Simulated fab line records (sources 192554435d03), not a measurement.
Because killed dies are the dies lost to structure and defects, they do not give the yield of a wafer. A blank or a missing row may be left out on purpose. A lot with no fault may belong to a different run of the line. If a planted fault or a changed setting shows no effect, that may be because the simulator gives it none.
fab line records + flow n5Finfet
record
- lots=7
- wafers=39
route steps=1938 shown FIN_SAQP@96 SD_EPI_N@275 SDB@373 MOL_CONTACT_COAG@547 BEOL_M0_SAQP@637 BEOL_M1@751 BEOL_M2@912 BEOL_M4@1096 BEOL_M7@1263 BEOL_M10@1488 BEOL_M15@1787 MIM_BOT_ETCH@1866 PASSIVATION@1936
startH: hours from the record's first day to the start of the lot's first wafer shown + waitH: how many hours have passed since the lot's step before this one + " unchanged from the row above + L1.1+2: one row covering several wafers at once + - no value, or no start was given + * or withheld: withheld + < > ~ a bound
route shown NAME@n: a module of which the file shows steps, and the number in the route of the first + usual: mean/standard deviation taken from wafers without a fault + same: alike in all rows + chamber/n: place in a boat + sites: the reading at each site + _std_site: standard deviation across them + _edge_site: the outer-site mean with the inner-site mean subtracted + radiusMm: how far each site lies from the wafer's centre + mask NAME#n: copy n + behind: the last tool/chamber to shape the wafer + hold: the reason the lot was held/the length of the hold in hours/how it ended + device: the transistor (n, p or np) that didn't switch + end of line: tests of these same wafers at the route's end + a step without rows: its recipe alone + killed: not the wafer's yield, but the dies lost to structure and defects at the first sort + map: the dies of a wafer, with x for killed, . for not killed, _ for no die there
set.NAME: the setting the step ran with; set.NAME@STEP: the setting that earlier step ran with + model.NAME: the simulator's own value behind a step, which no gauge read
lots whose settings were changed on purpose; a table a step, a row a wafer
## steps
# step N5_FIN_SAQP_HM_DEP_03
# recipe
- material=SiNx
- targetThkA=380
- tempC=400
- precursor=SiH4/NH3/N2
- pressureTorr=1.5
- rfW=300
- timeS=33.6
# step N5_SD_EPI_N_ETCH_35
# recipe
- chemistry=N2/H2
- target=SOC
- overetchA=1080
- maskMaterial=SiARC
- tempC=40
- ionEnergyEv=100
- sourceW=3000
- biasW=133
- pressureMtorr=20
- timeS=486
- n2FlowSccm=200
- h2FlowSccm=200
# step N5_SDB_ALD_29
# recipe
- material=SiNx
- targetThkA=300
- tempC=400
- aldPrecursorFamily=SiH2I2
- aldCoReactant=N2/H2-plasma
- pulseTimeS=1
- aldCycles=600
- purgeTimeS=2
- coReactantPurgeTimeS=2
- pressureTorr=2
# step N5_MOL_CONTACT_COAG_SPUTTER_143
# recipe
- material=Co
- targetThkA=25
- tempC=25
- chamberPressurePa=0.2
# step N5_BEOL_M0_SAQP_PECVD_97
# recipe
- material=SiNx
- targetThkA=230
- tempC=350
- precursor=SiH4/NH3/N2
- pressureTorr=1.5
- rfW=300
- timeS=19.9
# step N5_BEOL_M1_ILD_DEP_00
# recipe
- material=SiOC
- targetThkA=790
- tempC=350
- precursor=DEMS/O2
- pressureTorr=5
- rfW=500
- timeS=15.3
# step N5_BEOL_M2_SPUTTER_88
# recipe
- material=Cu
- targetThkA=45
- tempC=-20
- chamberPressurePa=0.07
- powerW=withheld
- timeS=8.29
# step N5_BEOL_M4_SPUTTER_92
# step N5_BEOL_M7_ILD_DEP_00
# recipe
- material=SiCOH_lowk
- targetThkA=1797.5
- tempC=300
- precursor=DEMS/porogen
- pressureTorr=5
- rfW=500
- timeS=33.4
# step N5_BEOL_M10_ETCH_62
# recipe
- chemistry=N2/H2
- target=SOC
- targetDepthA=1100
- overetchA=220
- maskMaterial=SiARC
- tempC=40
- timeS=165
- ionEnergyEv=200
- pressureMtorr=30
- sourceW=840
- biasW=150
- n2FlowSccm=200
- h2FlowSccm=200
# step N5_BEOL_M15_ETCH_59
# recipe
- chemistry=N2/H2
- target=BARC
- targetDepthA=890
- overetchA=267
- timeS=67.9
- ionEnergyEv=200
- pressureMtorr=30
- sourceW=840
- biasW=150
- n2FlowSccm=200
- h2FlowSccm=200
# step N5_MIM_BOT_ETCH_ETCH_04
# recipe
- chemistry=CF4/O2
- target=SiNx
- targetDepthA=260
- timeS=13
- ionEnergyEv=100
- pressureMtorr=40
- sourceW=535
- biasW=49
- Ar_flow_sccm=100
- cf4FlowSccm=100
- O2_flow_sccm=10
# step N5_PASSIVATION_PROBE_49
# usual
- killed_at_M0_to_M3=33/11
- killedAtFrontEnd=40/11
| lot.wafer | tool      | chamber | startH | waitH | set.timeS@FIN_SAQP_HM_DEP_03 | set.timeS@SD_EPI_N_ETCH_35 | set.aldCycles@SDB_ALD_29 | set.targetThkA@MOL_CONTACT_COAG_SPUTTER_143 | set.timeS@BEOL_M0_SAQP_PECVD_97 | set.timeS@BEOL_M1_ILD_DEP_00 | set.timeS@BEOL_M2_SPUTTER_88 | set.targetThkA@BEOL_M4_SPUTTER_92 | set.targetThkA@BEOL_M7_ILD_DEP_00 | set.timeS@BEOL_M10_ETCH_62 | set.timeS@BEOL_M15_ETCH_59 | set.timeS@MIM_BOT_ETCH_ETCH_04 | killed_at_M0_to_M3 | killedAtFrontEnd |
|-----------|-----------|---------|--------|-------|------------------------------|----------------------------|--------------------------|---------------------------------------------|---------------------------------|------------------------------|------------------------------|-----------------------------------|-----------------------------------|----------------------------|----------------------------|--------------------------------|--------------------|------------------|
| L081.1    | prober-02 | -       | 340.53 | 0.0   | 33.6                         | 365.1                      | 304                      | 25                                          | 19.9                            | 15.3                         | 8.29                         | 57.86                             | 1797.5                            | 261.9                      | 67.9                       | 13                             | 29                 | 1120             |
| L081.2    | prober-02 | -       | 340.58 | 0.1   | 33.6                         | 486                        | 600                      | 25                                          | 11.23                           | 15.3                         | 11.93                        | 57.86                             | 1797.5                            | 165                        | 67.9                       | 13                             | 28                 | 52               |
| L081.3    | prober-02 | -       | 340.63 | 0.1   | 33.6                         | 365.1                      | 600                      | 25                                          | 11.23                           | 9.969                        | 8.29                         | 45                                | 1797.5                            | 165                        | 67.9                       | 13                             | 48                 | 1120             |
| L081.4    | prober-02 | -       | 340.68 | 0.2   | 33.6                         | 365.1                      | 304                      | 25                                          | 19.9                            | 15.3                         | 11.93                        | 45                                | 1797.5                            | 165                        | 67.9                       | 9.731                          | 44                 | 1098             |
| L081.5    | prober-02 | -       | 340.73 | 0.2   | 33.6                         | 486                        | 304                      | 25                                          | 11.23                           | 9.969                        | 11.93                        | 45                                | 1797.5                            | 261.9                      | 67.9                       | 9.731                          | 1115               | 22               |
| L081.6    | prober-02 | -       | 340.78 | 0.3   | 33.6                         | 486                        | 600                      | 25                                          | 19.9                            | 9.969                        | 8.29                         | 57.86                             | 1797.5                            | 261.9                      | 67.9                       | 9.731                          | 1107               | 35               |
| L084.1    | prober-01 | -       | 343.56 | 0.0   | 22.79                        | 486                        | 600                      | 25                                          | 19.9                            | 12.6                         | 8.29                         | 58.71                             | 1797.5                            | 165                        | 41.27                      | 20.67                          | 20                 | 25               |
| L084.2    | prober-01 | -       | 343.61 | 0.1   | 22.79                        | 486                        | 600                      | 28.87                                       | 19.9                            | 15.3                         | 8.29                         | 45                                | 1797.5                            | 165                        | 67.9                       | 20.67                          | 26                 | 21               |
| L084.3    | prober-01 | -       | 343.66 | 0.1   | 33.6                         | 486                        | 600                      | 25                                          | 19.9                            | 15.3                         | 8.29                         | 45                                | 2248                              | 165                        | 41.27                      | 13                             | 29                 | 31               |
| L084.4    | prober-01 | -       | 343.71 | 0.2   | 33.6                         | 640.8                      | 600                      | 28.87                                       | 19.9                            | 12.6                         | 8.29                         | 58.71                             | 2248                              | 87.49                      | 67.9                       | 20.67                          | 21                 | 30               |
| L084.5    | prober-01 | -       | 343.76 | 0.2   | 33.6                         | 640.8                      | 600                      | 25                                          | 19.9                            | 15.3                         | 8.29                         | 58.71                             | 1797.5                            | 87.49                      | 41.27                      | 13                             | 16                 | 33               |
| L084.6    | prober-01 | -       | 343.81 | 0.3   | 22.79                        | 640.8                      | 600                      | 28.87                                       | 19.9                            | 12.6                         | 8.29                         | 45                                | 2248                              | 87.49                      | 67.9                       | 13                             | 16                 | 31               |
| L090.2    | prober-02 | -       | 383.36 | 0.1   | 33.6                         | 486                        | 600                      | 25                                          | 19.9                            | 15.3                         | 8.29                         | 45                                | 1797.5                            | 165                        | 67.9                       | 13                             | 65                 | 40               |
| L090.4    | prober-02 | -       | 383.46 | 0.2   | 33.6                         | 486                        | 600                      | 25                                          | 19.9                            | 15.3                         | 8.29                         | 45                                | 1797.5                            | 165                        | 67.9                       | 13                             | 53                 | 31               |
| L090.6    | prober-02 | -       | 383.56 | 0.3   | 33.6                         | 486                        | 600                      | 25                                          | 19.9                            | 15.3                         | 8.29                         | 45                                | 1797.5                            | 165                        | 67.9                       | 13                             | 34                 | 26               |
| L092.1    | prober-02 | -       | 395.48 | 0.0   | 33.6                         | 256                        | 397                      | 31.51                                       | 15.35                           | 9.72                         | 10.43                        | 45                                | 1797.5                            | 113.9                      | 55.27                      | 13                             | 33                 | 1108             |
| L092.2    | prober-02 | -       | 395.53 | 0.1   | 17.9                         | 256                        | 600                      | 31.51                                       | 19.9                            | 15.3                         | 10.43                        | 71.22                             | 1797.5                            | 165                        | 55.27                      | 20.49                          | 21                 | 1130             |
| L092.3    | prober-02 | -       | 395.58 | 0.1   | 33.6                         | 486                        | 397                      | 31.51                                       | 19.9                            | 15.3                         | 8.29                         | 45                                | 2722                              | 113.9                      | 55.27                      | 20.49                          | 13                 | 50               |
| L092.4    | prober-02 | -       | 395.63 | 0.2   | 17.9                         | 256                        | 397                      | 25                                          | 15.35                           | 15.3                         | 8.29                         | 45                                | 1797.5                            | 165                        | 67.9                       | 13                             | 21                 | 1125             |
| L092.5    | prober-02 | -       | 395.68 | 0.2   | 33.6                         | 486                        | 600                      | 25                                          | 15.35                           | 9.72                         | 8.29                         | 71.22                             | 2722                              | 165                        | 67.9                       | 13                             | 1094               | 56               |
| L092.6    | prober-02 | -       | 395.73 | 0.3   | 17.9                         | 486                        | 600                      | 25                                          | 19.9                            | 9.72                         | 10.43                        | 71.22                             | 2722                              | 113.9                      | 67.9                       | 20.49                          | 1091               | 55               |
| L095.1    | prober-02 | -       | 411.20 | 0.0   | 33.6                         | 486                        | 942                      | 25                                          | 19.9                            | 11.52                        | 8.29                         | 57.65                             | 1268                              | 165                        | 38.17                      | 13                             | 178                | 59               |
| L095.2    | prober-02 | -       | 411.25 | 0.1   | 33.6                         | 352.8                      | 942                      | 25                                          | 19.9                            | 15.3                         | 8.29                         | 45                                | 1797.5                            | 165                        | 38.17                      | 13                             | 34                 | 1117             |
| L095.3    | prober-02 | -       | 411.30 | 0.1   | 33.6                         | 486                        | 600                      | 25                                          | 25.48                           | 11.52                        | 3.796                        | 57.65                             | 1797.5                            | 165                        | 38.17                      | 10.83                          | 458                | 29               |
| L095.4    | prober-02 | -       | 411.35 | 0.2   | 33.6                         | 352.8                      | 600                      | 25                                          | 25.48                           | 11.52                        | 8.29                         | 45                                | 1268                              | 165                        | 67.9                       | 10.83                          | 30                 | 1117             |
| L095.5    | prober-02 | -       | 411.40 | 0.2   | 33.6                         | 486                        | 600                      | 25                                          | 19.9                            | 15.3                         | 3.796                        | 57.65                             | 1797.5                            | 165                        | 67.9                       | 13                             | 36                 | 24               |
| L095.6    | prober-02 | -       | 411.45 | 0.3   | 33.6                         | 352.8                      | 942                      | 25                                          | 25.48                           | 15.3                         | 3.796                        | 45                                | 1268                              | 165                        | 67.9                       | 10.83                          | 52                 | 1100             |
| L093.1    | prober-01 | -       | 414.89 | 0.0   | 20.57                        | 486                        | 600                      | 25                                          | 19.9                            | 15.3                         | 10.51                        | 45                                | 1797.5                            | 191.2                      | 67.9                       | 13                             | 63                 | 31               |
| L093.2    | prober-01 | -       | 414.94 | 0.1   | 33.6                         | 270.1                      | 600                      | 21.03                                       | 19.9                            | 9.073                        | 8.29                         | 34.66                             | 1797.5                            | 165                        | 67.9                       | 13                             | 17                 | 1146             |
| L093.3    | prober-01 | -       | 414.99 | 0.1   | 33.6                         | 270.1                      | 249                      | 25                                          | 12.89                           | 9.073                        | 8.29                         | 45                                | 1797.5                            | 191.2                      | 29.31                      | 13                             | 32                 | 1113             |
| L093.4    | prober-01 | -       | 415.04 | 0.2   | 33.6                         | 486                        | 600                      | 21.03                                       | 12.89                           | 15.3                         | 8.29                         | 34.66                             | 1037                              | 191.2                      | 67.9                       | 13                             | 29                 | 38               |
| L093.5    | prober-01 | -       | 415.09 | 0.2   | 20.57                        | 270.1                      | 249                      | 21.03                                       | 19.9                            | 15.3                         | 10.51                        | 45                                | 1037                              | 165                        | 29.31                      | 13                             | 29                 | 1130             |
| L093.6    | prober-01 | -       | 415.14 | 0.3   | 20.57                        | 486                        | 249                      | 25                                          | 12.89                           | 9.073                        | 10.51                        | 34.66                             | 1037                              | 165                        | 29.31                      | 13                             | 1129               | 28               |
| L096.1    | prober-02 | -       | 419.58 | 0.0   | 50.57                        | 486                        | 600                      | 25                                          | 23.28                           | 15.3                         | 8.29                         | 45                                | 1797.5                            | 127.1                      | 67.9                       | 13                             | 13                 | 51               |
| L096.2    | prober-02 | -       | 419.63 | 0.1   | 50.57                        | 486                        | 600                      | 25                                          | 23.28                           | 18.56                        | 8.29                         | 65.74                             | 821.4                             | 127.1                      | 67.9                       | 13                             | 25                 | 36               |
| L096.3    | prober-02 | -       | 419.68 | 0.1   | 33.6                         | 486                        | 600                      | 25                                          | 19.9                            | 15.3                         | 8.29                         | 65.74                             | 1797.5                            | 165                        | 54.38                      | 13                             | 32                 | 33               |
| L096.4    | prober-02 | -       | 419.73 | 0.2   | 33.6                         | 486                        | 485                      | 25                                          | 19.9                            | 15.3                         | 8.29                         | 45                                | 821.4                             | 127.1                      | 54.38                      | 13                             | 24                 | 43               |
| L096.5    | prober-02 | -       | 419.78 | 0.2   | 33.6                         | 486                        | 485                      | 25                                          | 23.28                           | 18.56                        | 8.29                         | 45                                | 821.4                             | 165                        | 67.9                       | 13                             | 26                 | 35               |
| L096.6    | prober-02 | -       | 419.83 | 0.3   | 50.57                        | 486                        | 485                      | 25                                          | 19.9                            | 18.56                        | 8.29                         | 65.74                             | 1797.5                            | 165                        | 54.38                      | 13                             | 29                 | 43               |
# killed by level:class
L081.1 SD_EPI_N:areaEtch=1081 BEOL_M2:geometricParticle:open=10 BEOL_M4:geometricParticle:open=10 FIN_SAQP:geometricParticle:short=9 STI_FIN_REVEAL:geometricParticle:open=9 MOL_CONTACT_COAG:geometricParticle:open=9 BEOL_M0_SAQP:geometricParticle:open=8 FIN_SAQP:geometricParticle:open=5
L081.2 STI_FIN_REVEAL:geometricParticle:open=17 MOL_CONTACT_COAG:geometricParticle:open=14 FIN_SAQP:geometricParticle:open=12 BEOL_M0_SAQP:geometricParticle:open=9 BEOL_M0_SAQP:geometricParticle:short=8 FIN_SAQP:geometricParticle:short=6 BEOL_M4:geometricParticle:open=5 MOL_CONTACT_COAG:geometricParticle:short=4
L081.3 SD_EPI_N:areaEtch=1079 BEOL_M0_SAQP:geometricParticle:open=14 STI_FIN_REVEAL:geometricParticle:open=9 BEOL_M1:geometricParticle:open=8 BEOL_M3:geometricParticle:open=8 GATE_CUT:geometricParticle:short=7 BEOL_M0_SAQP:geometricParticle:short=7 FIN_SAQP:geometricParticle:open=6
L081.4 SD_EPI_N:areaEtch=1045 MOL_CONTACT_COAG:geometricParticle:open=15 BEOL_M2:geometricParticle:open=14 STI_FIN_REVEAL:geometricParticle:open=12 FIN_SAQP:geometricParticle:open=11 FIN_SAQP:geometricParticle:short=10 BEOL_M0_SAQP:geometricParticle:short=9 BEOL_M0_SAQP:geometricParticle:open=9
L081.5 BEOL_M1:areaEcd=740 BEOL_M1:areaDep=336 BEOL_M2:geometricParticle:open=12 BEOL_M4:geometricParticle:open=11 BEOL_M0_SAQP:geometricParticle:short=8 FIN_SAQP:geometricParticle:short=7 MOL_CONTACT_COAG:geometricParticle:open=5 BEOL_M0_SAQP:geometricParticle:open=5
L081.6 BEOL_M1:areaEcd=910 BEOL_M1:areaDep=148 BEOL_M0_SAQP:geometricParticle:short=14 BEOL_M4:geometricParticle:open=12 BEOL_M2:geometricParticle:open=10 MOL_CONTACT_COAG:geometricParticle:open=9 BEOL_M0_SAQP:geometricParticle:open=9 FIN_SAQP:geometricParticle:open=7
L084.1 MOL_CONTACT_COAG:geometricParticle:open=17 BEOL_M1:geometricParticle:open=6 STI_FIN_REVEAL:geometricParticle:open=5 BEOL_M2:geometricParticle:open=5 STARTING-WAFER:geometricParticle:open=4 FIN_SAQP:geometricParticle:open=3 FIN_SAQP:geometricParticle:short=3 DUMMY_GATE:geometricParticle:open=3
L084.2 MOL_CONTACT_COAG:geometricParticle:open=21 BEOL_M0_SAQP:geometricParticle:open=9 BEOL_M1:geometricParticle:open=7 BEOL_M0_SAQP:geometricParticle:short=5 FIN_SAQP:geometricParticle:open=4 MOL_CONTACT_COAG:geometricParticle:short=4 BEOL_M11:geometricParticle:open=4 DUMMY_GATE:geometricParticle:open=3
L084.3 FIN_SAQP:geometricParticle:open=13 MOL_CONTACT_COAG:geometricParticle:open=9 BEOL_M5:geometricParticle:open=8 BEOL_M0_SAQP:geometricParticle:short=7 BEOL_M0_SAQP:geometricParticle:open=5 BEOL_M3:geometricParticle:open=5 FIN_SAQP:geometricParticle:short=4 BEOL_M2:geometricParticle:open=4
L084.4 BEOL_M10:areaEtch=1091 MOL_CONTACT_COAG:geometricParticle:open=20 FIN_SAQP:geometricParticle:short=10 BEOL_M2:geometricParticle:open=8 GATE_CUT:geometricParticle:short=6 MOL_CONTACT_COAG:geometricParticle:short=5 BEOL_M3:geometricParticle:open=4 FIN_SAQP:geometricParticle:open=3
L084.5 BEOL_M10:areaEtch=1104 FIN_SAQP:geometricParticle:short=10 MOL_CONTACT_COAG:geometricParticle:open=10 FIN_SAQP:geometricParticle:open=9 STI_FIN_REVEAL:geometricParticle:open=6 BEOL_M4:geometricParticle:open=6 BEOL_M0_SAQP:geometricParticle:short=5 STARTING-WAFER:geometricParticle:open=3
L084.6 BEOL_M10:areaEtch=1098 MOL_CONTACT_COAG:geometricParticle:open=17 FIN_SAQP:geometricParticle:short=7 BEOL_M4:geometricParticle:short=6 BEOL_M4:geometricParticle:open=6 DUMMY_GATE:geometricParticle:open=5 FIN_SAQP:geometricParticle:open=4 BEOL_M3:geometricParticle:open=4
L090.2 BEOL_M1:geometricParticle:open=16 BEOL_M0_SAQP:geometricParticle:short=12 FIN_SAQP:geometricParticle:short=11 BEOL_M0_SAQP:geometricParticle:open=9 FIN_SAQP:geometricParticle:open=8 BEOL_M0:geometricParticle:open=7 DUMMY_GATE:geometricParticle:open=5 BEOL_M1:geometricParticle:short=5
L090.4 BEOL_M3:geometricParticle:open=12 MOL_CONTACT_COAG:geometricParticle:open=11 BEOL_M0_SAQP:geometricParticle:open=11 FIN_SAQP:geometricParticle:open=10 FIN_SAQP:geometricParticle:short=9 BEOL_M0:geometricParticle:open=9 BEOL_M1:geometricParticle:open=8 BEOL_M0_SAQP:geometricParticle:short=7
L090.6 STI_FIN_REVEAL:geometricParticle:open=9 BEOL_M1:geometricParticle:open=8 MOL_CONTACT_COAG:geometricParticle:open=8 BEOL_M0:geometricParticle:open=8 MOL_CONTACT_COAG:geometricParticle:short=6 BEOL_M2:geometricParticle:open=5 FIN_SAQP:geometricParticle:open=4 FIN_SAQP:geometricParticle:short=4
L092.1 SD_EPI_N:areaEtch=1049 FIN_SAQP:geometricParticle:short=15 MOL_CONTACT_COAG:geometricParticle:open=13 BEOL_M0_SAQP:geometricParticle:short=11 GATE_CUT:geometricParticle:short=10 MOL_CONTACT_COAG:geometricParticle:short=9 BEOL_M4:geometricParticle:open=9 BEOL_M0_SAQP:geometricParticle:open=8
L092.2 SD_EPI_N:areaEtch=1070 FIN_SAQP:geometricParticle:open=14 FIN_SAQP:geometricParticle:short=11 STI_FIN_REVEAL:geometricParticle:open=11 GATE_CUT:geometricParticle:short=9 BEOL_M4:geometricParticle:open=7 MOL_CONTACT_COAG:geometricParticle:open=5 BEOL_M0_SAQP:geometricParticle:open=5
L092.3 BEOL_M7:areaEtch=1095 STI_FIN_REVEAL:geometricParticle:open=11 BEOL_M4:geometricParticle:open=9 FIN_SAQP:geometricParticle:open=8 GATE_CUT:geometricParticle:short=6 FIN_SAQP:geometricParticle:short=5 STARTING-WAFER:geometricParticle:short=5 MOL_CONTACT_COAG:geometricParticle:open=5
L092.4 SD_EPI_N:areaEtch=1067 FIN_SAQP:geometricParticle:open=23 MOL_CONTACT_COAG:geometricParticle:open=17 FIN_SAQP:geometricParticle:short=12 BEOL_M0_SAQP:geometricParticle:short=7 STI_FIN_REVEAL:geometricParticle:open=5 BEOL_M0_SAQP:geometricParticle:open=5 MOL_CONTACT_COAG:geometricParticle:short=4
L092.5 BEOL_M1:areaEcd=1032 BEOL_M1:areaDep=42 STI_FIN_REVEAL:geometricParticle:open=14 FIN_SAQP:geometricParticle:short=14 FIN_SAQP:geometricParticle:open=10 MOL_CONTACT_COAG:geometricParticle:open=9 BEOL_M4:geometricParticle:open=9 GATE_CUT:geometricParticle:short=7
L092.6 BEOL_M1:areaEcd=849 BEOL_M1:areaDep=221 STI_FIN_REVEAL:geometricParticle:open=18 FIN_SAQP:geometricParticle:short=15 MOL_CONTACT_COAG:geometricParticle:open=13 FIN_SAQP:geometricParticle:open=7 MOL_CONTACT_COAG:geometricParticle:short=7 BEOL_M1:geometricParticle:open=7
L095.1 BEOL_M1:areaEcd=158 FIN_SAQP:geometricParticle:open=16 FIN_SAQP:geometricParticle:short=11 MOL_CONTACT_COAG:geometricParticle:open=9 DUMMY_GATE:geometricParticle:open=8 BEOL_M1:geometricParticle:open=6 HKMG_FIN:areaEtch=6 BEOL_M0_SAQP:geometricParticle:short=5
L095.2 SD_EPI_N:areaEtch=1080 BEOL_M1:geometricParticle:open=16 MOL_CONTACT_COAG:geometricParticle:open=12 FIN_SAQP:geometricParticle:short=11 FIN_SAQP:geometricParticle:open=8 STI_FIN_REVEAL:geometricParticle:open=7 STI_FIN_REVEAL:geometricParticle:short=5 PASS1_CAP:geometricParticle:short=5
L095.3 BEOL_M0_SAQP:areaPecvd=362 BEOL_M1:areaEcd=59 BEOL_M1:geometricParticle:open=11 FIN_SAQP:geometricParticle:short=9 BEOL_M2:geometricParticle:open=9 MOL_CONTACT_COAG:geometricParticle:open=8 BEOL_M4:geometricParticle:open=7 FIN_SAQP:geometricParticle:open=6
L095.4 SD_EPI_N:areaEtch=1075 FIN_SAQP:geometricParticle:open=12 FIN_SAQP:geometricParticle:short=11 MOL_CONTACT_COAG:geometricParticle:open=9 BEOL_M4:geometricParticle:open=9 STI_FIN_REVEAL:geometricParticle:open=8 BEOL_M1:geometricParticle:open=8 BEOL_M0_SAQP:geometricParticle:open=7
L095.5 STI_FIN_REVEAL:geometricParticle:open=10 BEOL_M3:geometricParticle:short=9 BEOL_M1:geometricParticle:open=7 MOL_CONTACT_COAG:geometricParticle:open=6 BEOL_M2:geometricParticle:open=6 BEOL_M3:geometricParticle:open=6 FIN_SAQP:geometricParticle:short=4 BEOL_M0_SAQP:geometricParticle:short=4
L095.6 SD_EPI_N:areaEtch=1056 FIN_SAQP:geometricParticle:open=17 BEOL_M2:geometricParticle:open=12 BEOL_M0_SAQP:geometricParticle:short=10 BEOL_M1:geometricParticle:open=9 STI_FIN_REVEAL:geometricParticle:open=8 MOL_CONTACT_COAG:geometricParticle:open=7 FIN_SAQP:geometricParticle:short=6
L093.1 BEOL_M0_SAQP:geometricParticle:open=15 BEOL_M1:geometricParticle:open=14 BEOL_M2:geometricParticle:open=13 BEOL_M0_SAQP:geometricParticle:short=11 MOL_CONTACT_COAG:geometricParticle:open=7 FIN_SAQP:geometricParticle:open=6 FIN_SAQP:geometricParticle:short=5 GATE_CUT:geometricParticle:short=5
L093.2 SD_EPI_N:areaEtch=1113 FIN_SAQP:geometricParticle:open=11 MOL_CONTACT_COAG:geometricParticle:open=7 BEOL_M0_SAQP:geometricParticle:short=7 FIN_SAQP:geometricParticle:short=6 STARTING-WAFER:geometricParticle:open=5 BEOL_M0:geometricParticle:open=4 STARTING-WAFER:geometricParticle:short=4
L093.3 SD_EPI_N:areaEtch=1071 FIN_SAQP:geometricParticle:open=13 BEOL_M2:geometricParticle:open=12 MOL_CONTACT_COAG:geometricParticle:open=11 FIN_SAQP:geometricParticle:short=9 STI_FIN_REVEAL:geometricParticle:open=9 BEOL_M0_SAQP:geometricParticle:open=6 MOL_CONTACT_COAG:geometricParticle:short=5
L093.4 BEOL_M7:areaDep=381 FIN_SAQP:geometricParticle:open=14 FIN_SAQP:geometricParticle:short=8 BEOL_M1:geometricParticle:open=7 BEOL_M3:geometricParticle:open=6 STI_FIN_REVEAL:geometricParticle:open=5 MOL_CONTACT_COAG:geometricParticle:open=4 BEOL_M0_SAQP:geometricParticle:open=4
L093.5 SD_EPI_N:areaEtch=1083 FIN_SAQP:geometricParticle:open=22 BEOL_M4:geometricParticle:open=10 BEOL_M0_SAQP:geometricParticle:short=9 BEOL_M0_SAQP:geometricParticle:open=7 GATE_CUT:geometricParticle:open=6 FIN_SAQP:geometricParticle:short=4 MOL_CONTACT_COAG:geometricParticle:open=4
L093.6 BEOL_M1:areaDep=875 BEOL_M1:areaEcd=239 MOL_CONTACT_COAG:geometricParticle:open=10 FIN_SAQP:geometricParticle:open=5 STI_FIN_REVEAL:geometricParticle:open=5 BEOL_M2:geometricParticle:open=4 STI_FIN_REVEAL:geometricParticle:short=3 ILD0:geometricParticle:short=3
L096.1 BEOL_M10:areaEtch=259 STI_FIN_REVEAL:geometricParticle:open=15 BEOL_M4:geometricParticle:open=14 FIN_SAQP:geometricParticle:open=13 FIN_SAQP:geometricParticle:short=10 MOL_CONTACT_COAG:geometricParticle:open=7 STARTING-WAFER:geometricParticle:open=5 BEOL_M0:geometricParticle:open=4
L096.2 BEOL_M7:areaDep=1086 FIN_SAQP:geometricParticle:short=10 BEOL_M4:geometricParticle:open=10 FIN_SAQP:geometricParticle:open=9 MOL_CONTACT_COAG:geometricParticle:open=9 STI_FIN_REVEAL:geometricParticle:open=6 BEOL_M1:geometricParticle:open=6 BEOL_M0_SAQP:geometricParticle:short=5
L096.3 MOL_CONTACT_COAG:geometricParticle:open=14 BEOL_M0_SAQP:geometricParticle:open=11 BEOL_M4:geometricParticle:open=11 FIN_SAQP:geometricParticle:open=10 BEOL_M0_SAQP:geometricParticle:short=9 FIN_SAQP:geometricParticle:short=7 STI_FIN_REVEAL:geometricParticle:open=5 BEOL_M1:geometricParticle:open=5
L096.4 BEOL_M7:areaDep=1067 FIN_SAQP:geometricParticle:open=10 FIN_SAQP:geometricParticle:short=10 GATE_CUT:geometricParticle:short=8 BEOL_M0_SAQP:geometricParticle:open=7 MOL_CONTACT_COAG:geometricParticle:short=6 BEOL_M0:geometricParticle:open=6 BEOL_M4:geometricParticle:open=6
L096.5 BEOL_M7:areaDep=1086 BEOL_M1:geometricParticle:open=10 MOL_CONTACT_COAG:geometricParticle:open=8 FIN_SAQP:geometricParticle:open=7 FIN_SAQP:geometricParticle:short=7 BEOL_M4:geometricParticle:open=6 GATE_CUT:geometricParticle:short=6 DUMMY_GATE:geometricParticle:open=5
L096.6 FIN_SAQP:geometricParticle:open=12 FIN_SAQP:geometricParticle:short=10 BEOL_M4:geometricParticle:open=10 MOL_CONTACT_COAG:geometricParticle:open=8 BEOL_M1:geometricParticle:open=7 BEOL_M0:geometricParticle:open=6 GATE_CUT:geometricParticle:short=5 STI_FIN_REVEAL:geometricParticle:open=5
## key
split
- step=N5_FIN_SAQP_HM_DEP_03
- setting=timeS
- statedAs=33.6
response none clear
split
- step=N5_SD_EPI_N_ETCH_35
- setting=timeS
- statedAs=486
response
- step=N5_PASSIVATION_PROBE_49
- reading=killedAtFrontEnd
- slope=-25.4
- per=1%
- togetherWith=all
- explained=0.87
response
- step=N5_PASSIVATION_PROBE_49
- reading=killed_at_M0_to_M3
- slope=+12.8
- per=1%
- togetherWith=all
- explained=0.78
split
- step=N5_SDB_ALD_29
- setting=aldCycles
- statedAs=600
response none clear
split
- step=N5_MOL_CONTACT_COAG_SPUTTER_143
- setting=targetThkA
- statedAs=25
response none clear
split
- step=N5_BEOL_M0_SAQP_PECVD_97
- setting=timeS
- statedAs=19.9
response none clear
split
- step=N5_BEOL_M1_ILD_DEP_00
- setting=timeS
- statedAs=15.3
response none clear
split
- step=N5_BEOL_M2_SPUTTER_88
- setting=timeS
- statedAs=8.29
response none clear
split
- step=N5_BEOL_M4_SPUTTER_92
- setting=targetThkA
- statedAs=45
response none clear
split
- step=N5_BEOL_M7_ILD_DEP_00
- setting=targetThkA
- statedAs=1797.5
response none clear
split
- step=N5_BEOL_M10_ETCH_62
- setting=timeS
- statedAs=165
response none clear
split
- step=N5_BEOL_M15_ETCH_59
- setting=timeS
- statedAs=67.9
response none clear
split
- step=N5_MIM_BOT_ETCH_ETCH_04
- setting=timeS
- statedAs=13
response none clear
